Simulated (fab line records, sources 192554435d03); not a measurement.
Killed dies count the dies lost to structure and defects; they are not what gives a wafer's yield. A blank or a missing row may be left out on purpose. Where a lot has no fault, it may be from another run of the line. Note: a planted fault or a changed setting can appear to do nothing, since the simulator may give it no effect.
fab line records	flow n5Finfet
record: lots: 5	wafers: 14	lastDay: 17
route steps=1938 shown BEOL_M9@1407 PASSIVATION@1936
lots untouched by any fault: they come from a run of this same line in which no faults occurred
startH: hours from the record's opening day to when the first of the lot's shown wafers began	waitH: hours from the lot's prior step to this one	" repeats the value in the row above	L1.1+2: several wafers, shown together as one row	- no value, or no start given	* or withheld: withheld	< > ~ a bound
route shown NAME@n: a module of which the file shows steps, and the number in the route of the first	usual: mean/standard deviation taken from wafers without a fault	same: alike in all rows	chamber/n: place in a boat	sites: each site's reading	_std_site: their standard deviation	_edge_site: inner sites' mean taken away from outer sites' mean	radiusMm: for every site, how far away it sits from the centre of the wafer	mask NAME#n: copy n	behind: the most recent tool/chamber to have shaped the wafer	hold: why the lot was held/for how many hours/how that ended	device: the transistor (n, p or np) that didn't switch	end of line: the tests these same wafers got at the end of their route	a step without rows: its recipe alone	killed: at the first sort, the dies lost to defects and structure; wafer yield is something else	map: the dies of a wafer, with x for killed, . for not killed, _ for no die there
set.NAME: the setting the step ran with; set.NAME@STEP: the setting that earlier step ran with	model.NAME: the simulator's own value behind a step, which no gauge read
lots at selected steps of the route; one table per step, one row per wafer
services: from which hour (startH, from the record's first day; less than 0 if before it) a tool's chamber was out of use, for how many hours, and why
== steps ==
step: N5_BEOL_M9_COAT_60
recipe: resist: SiARC	tempC: 220	timeS: 60	spinRpm: 1500	resistThkNm: 30
step: N5_BEOL_M9_COAT_05
recipe: resist: CAR-ArF	spinRpm: 1500	resistThkNm: 90
step: N5_BEOL_M9_EBR_07
recipe: solvent: PGMEA	ebrWidthMm: 1.5
step: N5_BEOL_M9_SOFTBAKE_06
recipe: tempC: 110	timeS: 60	resist: CAR-ArF
step: N5_BEOL_M9_EXPOSE_08
recipe: maskId: M9	na: 1.35	sourceShape: dipole	sigmaInner: 0.411	sigmaOuter: 0.611	polarization: te	doseMj: 53.75
step: N5_BEOL_M9_PEB_09
recipe: pebTempC: withheld	pebTimeS: 60	resist: CAR-ArF
step: N5_BEOL_M9_DEVELOP_10
recipe: developTimeS: 30	developer: TMAH	resist: CAR-ArF	rinseLiquid: diw	dry: airSpin	devTempC: 23
step: N5_BEOL_M9_CD_MEAS_11
recipe: targetCdNm: 64.1	landingEnergyEv: 500	detector: seInlens	polarity: opening
usual: cdNm: 64.6/0.63
same: landingEnergyEv: 500
lot.wafer	tool	chamber	startH	waitH	cdNm
L989.1	cdSem-01	0	206.36	-	64.1
L989.2	"	0	"	"	64.3
L989.6	"	0	"	"	64.5
L991.1	cdSem-02	0	217.54	-	64.8
L991.2	"	0	"	"	64.7
L991.6	"	0	"	"	64.7
L994.1	cdSem-03	0	247.42	-	64.0
L994.5	"	0	"	"	64.5
L994.6	"	0	"	"	63.4
L995.2	cdSem-03	0	253.52	-	64.7
L995.3	"	0	"	"	63.7
L995.4	"	0	"	"	64.4
L107.2	cdSem-03	0	340.70	-	63.7
L107.3	"	0	"	"	63.8
step: N5_BEOL_M9_OVL_MEAS_12
recipe: pointsPerWafer: 44
usual: M9_OVL: -0.2/0.75
lot.wafer	tool	chamber	startH	waitH	M9_OVL[nm]
L989.1	overlay-01	0	206.39	0.0	0.9
L989.2	"	0	"	"	1.1
L989.6	"	0	"	"	1.3
L991.1	overlay-01	0	217.57	0.0	0.1
L991.2	"	0	"	"	-0.1
L991.6	"	0	"	"	-0.3
L994.1	overlay-01	0	247.45	0.0	-0.5
L994.5	"	0	"	"	-0.4
L994.6	"	0	"	"	-0.5
L995.2	overlay-02	0	253.55	0.0	0.1
L995.3	"	0	"	"	0.6
L995.4	"	0	"	"	-1.1
L107.2	overlay-01	0	340.73	0.0	-0.8
L107.3	"	0	"	"	-0.4
step: N5_BEOL_M9_INSPECT_13
recipe: mode: adi	inspectInstrument: brightfield
usual: rawDefectCount: 404/91
lot.wafer	tool	chamber	startH	waitH	rawDefectCount
L989.1	defectInspect-02	-	206.42	0.0	540
L989.2	"	-	"	"	407
L989.6	"	-	"	"	411
L991.1	defectInspect-02	-	217.59	0.0	329
L991.2	"	-	"	"	324
L991.6	"	-	"	"	296
L994.1	defectInspect-01	-	247.47	0.0	399
L994.5	"	-	"	"	459
L994.6	"	-	"	"	539
L995.2	defectInspect-02	-	253.57	0.0	306
L995.3	"	-	"	"	322
L995.4	"	-	"	"	411
L107.2	defectInspect-01	-	340.75	0.0	543
L107.3	"	-	"	"	484
step: N5_BEOL_M9_DESCUM_16
recipe: chemistry: O2	timeS: 7.9	sourcePowerW: 50	biasPowerW: 20	pressureMtorr: 20	rfFrequencyHz: 2.712e+07	tempC: 40	resist: CAR-ArF	o2FlowSccm: 225
usual: drypumpMotorCurrentA: 5.9/0.52	o2FlowSccm: 224.9/0.66	oesProductAu: 0.73/0.081	rfVppV: 243.4/1.2	showerheadPlenumPTorr: 2.12/0.068	throttleValvePct: 20.50/0.19
lot.wafer	tool	chamber	startH	waitH	drypumpMotorCurrentA	o2FlowSccm	oesProductAu	rfHoursCounterH	rfVppV	showerheadPlenumPTorr	throttleValvePct
L989.1	rieDiel-06	3	206.45	0.0	5.2	222.9	0.74	211	241.6	2.00	20.62
L989.2	"	2	"	"	6.7	225.6	0.78	141	241.4	2.02	20.47
L989.6	"	2	"	"	6.7	225.4	0.78	-	242.0	2.02	20.49
L991.1	rieDiel-03	2	217.63	0.0	5.6	225.3	0.77	120	242.5	2.13	20.83
L991.2	"	0	"	"	5.9	224.4	0.70	200	242.5	2.15	20.45
L991.6	"	2	"	"	5.6	224.8	0.77	-	243.6	2.13	20.81
L994.1	rieDiel-05	0	247.51	0.0	5.3	224.9	0.75	172	243.6	2.17	20.20
L994.5	"	0	"	"	5.3	224.8	0.75	-	244.2	2.17	20.21
L994.6	"	3	"	"	6.0	225.8	0.65	-	242.3	2.07	20.60
L995.2	rieDiel-05	1	254.55	1.0	5.1	225.3	0.69	211	244.4	2.16	20.62
L995.3	"	3	"	"	6.0	224.6	0.65	245	242.8	2.06	20.58
L995.4	"	2	"	"	6.3	224.3	0.72	224	245.3	2.17	20.42
L107.2	rieDiel-06	3	340.79	0.0	5.2	224.7	1.01	0	244.4	2.25	20.05
L107.3	"	2	"	"	6.7	224.2	0.75	184	242.7	2.01	20.54
step: N5_BEOL_M9_ETCH_61
recipe: chemistry: CF4	target: SiARC	targetDepthA: 390	maskMaterial: CAR-ArF	timeS: 65	ionEnergyEv: 80	pressureMtorr: 40	sourceW: 545	biasW: 36	Ar_flow_sccm: 100	cf4FlowSccm: 100	ends: cleared
usual: drypumpMotorCurrentA: 5.9/0.52	etchRfOnTimeS: 65.2/1.9	oesProductAu: 0.62/0.071	rfVppV: 184.4/1.2	showerheadPlenumPTorr: 2.17/0.064	throttleValvePct: 15.68/0.2
lot.wafer	tool	chamber	startH	waitH	drypumpMotorCurrentA	etchRfOnTimeS	oesProductAu	rfHoursCounterH	rfVppV	showerheadPlenumPTorr	throttleValvePct
L989.1	rieDiel-06	3	206.49	0.0	5.2	64.3	0.63	211	182.4	2.06	15.81
L989.2	"	2	"	"	6.7	65.4	0.66	141	183.8	2.07	15.69
L989.6	"	2	"	"	6.7	65.1	0.66	-	183.1	2.07	15.69
L991.1	rieDiel-03	2	217.66	0.0	5.6	68.3	0.64	120	183.8	2.16	15.85
L991.2	"	0	"	"	5.9	66.9	0.60	200	185.5	2.22	15.69
L991.6	"	2	"	"	5.6	68.0	0.64	-	185.2	2.16	15.85
L994.1	rieDiel-05	0	247.54	0.0	5.3	60.6	0.66	172	186.4	2.23	15.49
L994.5	"	0	"	"	5.3	60.8	0.65	-	183.2	2.23	15.49
L994.6	"	3	"	"	6.0	64.0	0.58	-	185.3	2.12	15.84
L995.2	rieDiel-05	1	254.59	0.0	5.1	65.9	0.59	211	184.5	2.22	15.90
L995.3	"	3	"	"	6.0	63.4	0.57	245	184.0	2.12	15.86
L995.4	"	2	"	"	6.3	65.6	0.61	224	185.2	2.19	15.51
L107.2	rieDiel-06	3	340.82	0.0	5.2	63.4	0.86	0	186.1	2.30	15.30
L107.3	"	2	"	"	6.7	64.8	0.63	184	183.3	2.06	15.76
step: N5_BEOL_M9_ETCH_62
recipe: chemistry: N2/H2	target: SOC	targetDepthA: 1100	overetchA: 220	maskMaterial: SiARC	tempC: 40	timeS: 165	ionEnergyEv: 200	pressureMtorr: 30	sourceW: 840	biasW: 150	n2FlowSccm: 200	h2FlowSccm: 200
usual: drypumpMotorCurrentA: 5.9/0.52	oesProductAu: 0.62/0.066	rfVppV: 524.7/2.4	showerheadPlenumPTorr: 2.58/0.085	throttleValvePct: 17.92/0.29
lot.wafer	tool	chamber	startH	waitH	drypumpMotorCurrentA	oesProductAu	rfHoursCounterH	rfVppV	showerheadPlenumPTorr	throttleValvePct	model.SiARC_of_BEOL_M9_COAT_60.thkNm
L989.1	rieDiel-06	3	206.54	0.0	5.2	0.62	211	519.4	2.40	17.76	23.6
L989.2	"	2	"	"	6.7	0.65	141	521.2	2.45	17.92	23.4
L989.6	"	2	"	"	6.7	0.65	-	521.8	2.45	17.91	23.2
L991.1	rieDiel-03	2	217.71	0.0	5.6	0.65	120	524.0	2.57	18.15	24.2
L991.2	"	0	"	"	5.9	0.60	200	524.7	2.64	18.07	23.4
L991.6	"	2	"	"	5.6	0.65	-	523.5	2.57	18.15	24
L994.1	rieDiel-05	0	247.59	0.0	5.3	0.63	172	526.7	2.63	17.54	22.8
L994.5	"	0	"	"	5.3	0.62	-	527.5	2.63	17.57	22.8
L994.6	"	3	"	"	6.0	0.57	-	524.0	2.51	18.10	23
L995.2	rieDiel-05	1	254.64	0.0	5.1	0.59	211	524.0	2.65	18.21	23.6
L995.3	"	3	"	"	6.0	0.56	245	524.6	2.51	18.11	23
L995.4	"	2	"	"	6.4	0.62	224	526.3	2.63	17.94	23.8
L107.2	rieDiel-06	3	340.87	0.0	5.2	0.81	0	528.0	2.70	17.21	22.8
L107.3	"	2	"	"	6.7	0.61	184	521.0	2.43	17.99	22.8
step: N5_BEOL_M9_STRIP_68
recipe: chemistry: N2/H2	tempC: 40	n2FlowSccm: 200	h2FlowSccm: 200	rfFrequencyHz: 6e+07
step: N5_BEOL_M9_STRIP_67
recipe: chemistry: CF4	resist: SiARC	powerW: 300	biasPowerW: 75	pressureMtorr: 50	cf4FlowSccm: 150	rfFrequencyHz: 6e+07
usual: drypumpMotorCurrentA: 5.9/0.51	oesProductAu: 0.73/0.077	rfVppV: 271.5/1.4	showerheadPlenumPTorr: 1.81/0.054	throttleValvePct: 13.66/0.2
lot.wafer	tool	chamber	startH	waitH	drypumpMotorCurrentA	oesProductAu	rfHoursCounterH	rfVppV	showerheadPlenumPTorr	throttleValvePct
L989.1	rieDiel-06	3	206.68	0.0	5.2	0.73	211	268.3	1.74	13.82
L989.2	"	2	"	"	6.7	0.76	141	270.7	1.73	13.63
L989.6	"	2	"	"	6.7	0.77	-	269.8	1.73	13.61
L991.1	rieDiel-03	2	217.86	0.0	5.6	0.77	120	271.6	1.81	13.80
L991.2	"	0	"	"	5.9	0.71	200	272.6	1.85	13.66
L991.6	"	2	"	"	5.6	0.77	-	271.5	1.81	13.81
L994.1	rieDiel-05	0	247.74	0.0	5.3	0.74	172	272.4	1.88	13.51
L994.5	"	0	"	"	5.3	0.74	-	273.4	1.88	13.51
L994.6	"	3	"	"	6.1	0.67	-	271.1	1.76	13.80
L995.2	rieDiel-05	1	254.78	0.0	5.1	0.70	212	272.3	1.86	13.87
L995.3	"	3	"	"	6.1	0.67	245	270.5	1.76	13.79
L995.4	"	2	"	"	6.3	0.72	224	271.8	1.82	13.47
L107.2	rieDiel-06	3	341.02	0.0	5.2	0.99	0	272.5	1.94	13.30
L107.3	"	2	"	"	6.7	0.73	184	270.2	1.72	13.73
step: N5_BEOL_M9_HM_OPEN_17
recipe: chemistry: Cl2/BCl3	targetDepthA: 200	overetchA: 60	target: TiN	maskMaterial: SOC	ionEnergyEv: 150	pressureMtorr: 10	icpW: 1000	biasW: 126	Cl2_flow_sccm: 53.25	bcl3FlowSccm: 21.75	Ar_flow_sccm: 25
usual: drypumpMotorCurrentA: 5.5/0.35	heBacksideLeakSccm: 3.33/0.3	oesProductAu: 0.64/0.086	throttleValvePct: 22.1/0.33
lot.wafer	tool	chamber	startH	waitH	drypumpMotorCurrentA	heBacksideLeakSccm	oesProductAu	rfHoursCounterH	throttleValvePct	model.etch.depthNm
L989.1	rieMetal-03	1	206.72	0.0	6.0	5.56	0.66	42	21.5	19.6
L989.2	"	0	"	"	5.6	3.19	0.51	123	22.3	19.7
L989.6	"	0	"	"	5.6	3.43	0.50	-	22.3	19.56
L991.1	rieMetal-01	0	217.90	0.0	5.9	3.35	0.57	89	22.4	19.97
L991.2	"	0	"	"	5.9	3.54	0.56	-	22.5	19.96
L991.6	"	0	"	"	5.8	3.35	0.57	-	22.4	19.99
L994.1	rieMetal-03	0	247.78	0.0	5.6	3.19	0.51	126	22.3	19.86
L994.5	"	1	"	"	6.0	3.32	0.65	-	21.5	19.99
L994.6	"	0	"	"	5.6	3.46	0.51	-	22.3	19.68
L995.2	rieMetal-02	1	254.82	0.0	5.0	3.52	0.69	30	22.4	20.22
L995.3	"	1	"	"	4.9	3.55	0.68	-	22.4	20.09
L995.4	"	0	"	"	5.4	3.45	0.56	-	22.2	20.17
L107.2	rieMetal-03	0	341.06	0.0	5.6	3.15	0.76	6	22.2	18.8
L107.3	"	0	"	"	5.6	2.96	0.76	-	22.2	18.8
step: N5_BEOL_M9_STRIP_19
recipe: chemistry: O2	powerW: 400	tempC: 40	pressureMtorr: 30	rfFrequencyHz: 6e+07	biasPowerW: 0	overashFraction: 0.2	o2FlowSccm: 225
usual: drypumpMotorCurrentA: 5.9/0.43	o2FlowSccm: 225.1/0.68	oesProductAu: 0.73/0.083	rfVppV: 3.8/0.59	showerheadPlenumPTorr: 2.13/0.053	throttleValvePct: 16.78/0.18
lot.wafer	tool	chamber	startH	waitH	drypumpMotorCurrentA	o2FlowSccm	oesProductAu	rfHoursCounterH	rfVppV	showerheadPlenumPTorr	throttleValvePct
L989.1	rieDiel-05	3	206.83	0.1	6.0	224.1	0.66	231	3.7	2.07	16.87
L989.2	"	0	"	"	5.3	224.3	0.76	163	3.1	2.17	16.45
L989.6	"	2	"	"	6.4	226.4	0.73	-	3.1	2.18	16.61
L991.1	rieDiel-03	1	218.10	0.2	6.4	224.9	0.68	243	4.9	2.15	16.84
L991.2	"	2	"	"	5.7	224.3	0.76	120	3.7	2.13	17.04
L991.6	"	3	"	"	5.9	226.8	0.67	-	3.5	2.15	17.08
L994.1	rieDiel-05	3	247.89	0.1	6.0	225.5	0.65	241	3.4	2.07	16.86
L994.5	"	0	"	"	5.3	225.7	0.75	-	2.7	2.17	16.46
L994.6	"	3	"	"	6.0	225.3	0.64	-	3.1	2.07	16.88
L995.2	rieDiel-06	0	255.29	0.4	5.7	225.3	0.69	221	4.1	2.19	16.78
L995.3	"	2	"	"	6.7	224.8	0.77	157	4.3	2.02	16.77
L995.4	"	3	"	"	5.2	225.2	0.73	228	3.6	2.00	16.85
L107.2	rieDiel-05	2	341.17	0.1	6.3	224.9	0.70	251	4.4	2.16	16.72
L107.3	"	1	"	"	5.1	225.2	0.68	232	3.1	2.16	16.93
step: N5_PASSIVATION_PROBE_49
usual: defectLimitedYield: 91.5/1.5	killed_at_M0_to_M3: 32/10	killed_at_M4_up: 13/4.9	killedAtContacts: 13/6.1	killedAtFrontEnd: 38/11	killedAtOther: 3/3.2	killedDies: 101/18	killedOpen: 66/13	killedShort: 32/8.3	sort_bin_5_function: 5.0/1	sort_bin_6_memory: 3.2/0.74	sortNPass: 1078/22	sortYieldPct: 91.3/1.9
same: grossDies: 1180	killedAtBackSide: 0	sort_bin_4_leakage[%]: 0	sort_bin_8_speed[%]: 0
lot.wafer	tool	chamber	startH	waitH	defectLimitedYield[%]	killed_at_M0_to_M3	killed_at_M4_up	killedAtContacts	killedAtFrontEnd	killedAtOther	killedDies	killedOpen	killedShort	sort_bin_5_function[%]	sort_bin_6_memory[%]	sortNPass	sortYieldPct[%]
L991.1	prober-01	-	284.95	0.0	93.6	28	9	13	24	1	75	53	18	4.1	2.1	1105	93.6
L991.2	prober-01	-	285.00	0.1	93.5	36	10	13	16	2	77	59	14	3.6	2.8	1103	93.5
L991.6	prober-01	-	285.20	0.3	92.2	32	9	21	30	0	92	66	23	4.6	2.9	1088	92.2
L994.1	prober-01	-	311.47	0.0	88.9	36	11	6	75	3	131	87	39	6.8	4.0	1049	88.9
L994.5	prober-01	-	311.67	0.2	91.4	39	12	10	32	9	102	70	25	5.9	2.5	1078	91.4
L994.6	prober-01	-	311.72	0.3	89.2	36	13	18	59	2	128	76	48	5.7	4.9	1052	89.2
L107.2	prober-01	-	406.21	0.1	91.9	35	14	5	36	5	95	67	28	4.9	2.9	1085	91.9
L107.3	prober-01	-	406.26	0.1	92.2	30	10	16	35	1	92	67	16	3.9	3.1	1088	92.2
killed by level:class
L991.1 FIN_SAQP:geometricParticle:open=11 MOL_CONTACT_COAG:geometricParticle:open=11 BEOL_M0_SAQP:geometricParticle:open=7 DUMMY_GATE:geometricParticle:open=4 BEOL_M0_SAQP:geometricParticle:short=4 BEOL_M2:geometricParticle:short=4 BEOL_M3:geometricParticle:open=4 BEOL_M4:geometricParticle:open=4
L991.2 MOL_CONTACT_COAG:geometricParticle:open=11 BEOL_M3:geometricParticle:open=10 BEOL_M2:geometricParticle:open=9 STI_FIN_REVEAL:geometricParticle:open=6 BEOL_M2:geometricParticle:short=4 FIN_SAQP:geometricParticle:open=3 BEOL_M0:geometricParticle:open=3 BEOL_M1:geometricParticle:open=3
L991.6 MOL_CONTACT_COAG:geometricParticle:open=18 STI_FIN_REVEAL:geometricParticle:open=8 BEOL_M3:geometricParticle:open=7 BEOL_M0_SAQP:geometricParticle:open=6 BEOL_M2:geometricParticle:open=6 GATE_CUT:geometricParticle:short=4 GATE_CUT:geometricParticle:open=4 BEOL_M1:geometricParticle:open=4
L994.1 STI_FIN_REVEAL:geometricParticle:open=29 FIN_SAQP:geometricParticle:open=10 FIN_SAQP:geometricParticle:short=10 BEOL_M0:geometricParticle:open=10 BEOL_M4:geometricParticle:open=9 BEOL_M0_SAQP:geometricParticle:short=8 BEOL_M0_SAQP:geometricParticle:open=7 GATE_CUT:geometricParticle:open=5
L994.5 STI_FIN_REVEAL:geometricParticle:open=11 MOL_CONTACT_COAG:geometricParticle:open=9 BEOL_M0_SAQP:geometricParticle:open=9 FIN_SAQP:geometricParticle:open=5 BEOL_M0:geometricParticle:open=5 BEOL_M2:geometricParticle:open=5 BEOL_M3:geometricParticle:open=5 BEOL_M2:geometricParticle:short=4
L994.6 FIN_SAQP:geometricParticle:open=17 FIN_SAQP:geometricParticle:short=16 MOL_CONTACT_COAG:geometricParticle:open=15 BEOL_M0_SAQP:geometricParticle:short=12 STI_FIN_REVEAL:geometricParticle:open=11 BEOL_M0_SAQP:geometricParticle:open=10 BEOL_M2:geometricParticle:open=6 BEOL_M4:geometricParticle:open=5
L107.2 STI_FIN_REVEAL:geometricParticle:open=15 BEOL_M3:geometricParticle:open=10 BEOL_M1:geometricParticle:open=8 GATE_CUT:geometricParticle:short=6 BEOL_M4:geometricParticle:open=6 MOL_CONTACT_COAG:geometricParticle:open=4 BEOL_M0_SAQP:geometricParticle:open=4 BEOL_M0_SAQP:geometricParticle:short=4
L107.3 STI_FIN_REVEAL:geometricParticle:open=14 MOL_CONTACT_COAG:geometricParticle:open=14 BEOL_M1:geometricParticle:open=10 HKMG_FIN:areaEtch=9 BEOL_M0_SAQP:geometricParticle:open=7 BEOL_M0_SAQP:geometricParticle:short=5 BEOL_M2:geometricParticle:open=5 BEOL_M4:geometricParticle:open=4
== services ==
tool	chamber	startH	hours	kind
rieMetal-01	1	183.54	40.6	repair
rieMetal-01	1	224.29	8.2	repair
rieDiel-03	-	242.73	14.6	pm
rieMetal-01	-	246.65	1.1	repair
rieDiel-05	3	272.30	-	clean
rieDiel-05	3	272.30	-	consumableReplace:focusRing
rieDiel-05	3	272.30	16.6	scheduledDown
rieDiel-05	3	272.30	16.6	ventCycle
rieDiel-03	3	279.83	-	clean
rieDiel-05	1	282.09	17.6	repair
rieMetal-01	1	289.45	1.2	repair
rieDiel-05	2	299.70	4.2	repair
rieDiel-05	-	302.74	1.0	repair
rieDiel-06	3	323.07	-	clean
rieDiel-06	3	323.07	-	consumableReplace:focusRing
rieDiel-06	3	323.07	-	consumableReplace:showerhead
rieDiel-06	3	323.07	16.6	scheduledDown
rieDiel-06	3	323.07	16.6	ventCycle
rieDiel-06	1	329.32	4.8	repair
rieMetal-03	-	337.92	0.1	repair
rieDiel-06	1	340.37	-	clean
rieDiel-06	1	340.37	-	consumableReplace:focusRing
rieDiel-06	1	340.37	16.4	scheduledDown
rieDiel-06	1	340.37	16.4	ventCycle
== key ==
firstSign none at tools or gauges
modelEffect: step: N5_BEOL_M9_ETCH_62	value: SiARC_of_BEOL_M9_COAT_60.thkNm	without: 23.4	struck: 22.8
modelEffect: step: N5_BEOL_M9_HM_OPEN_17	value: etch.depthNm	without: 19.98	struck: 18.8
metAt N5_BEOL_M9_ETCH_62
struckWafers L107.2,L107.3
onsetBetween 206.54 340.87
alsoFits time
fault: kind: processParameterDrift	tool: rieDiel-06	chamber: -	onsetH: 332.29	steps: N5_BEOL_M9_ETCH_62	channel: timeS	offset: *	shape: step	endH: 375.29	scope: struckWafersOnly	actsIn: *	stated: *
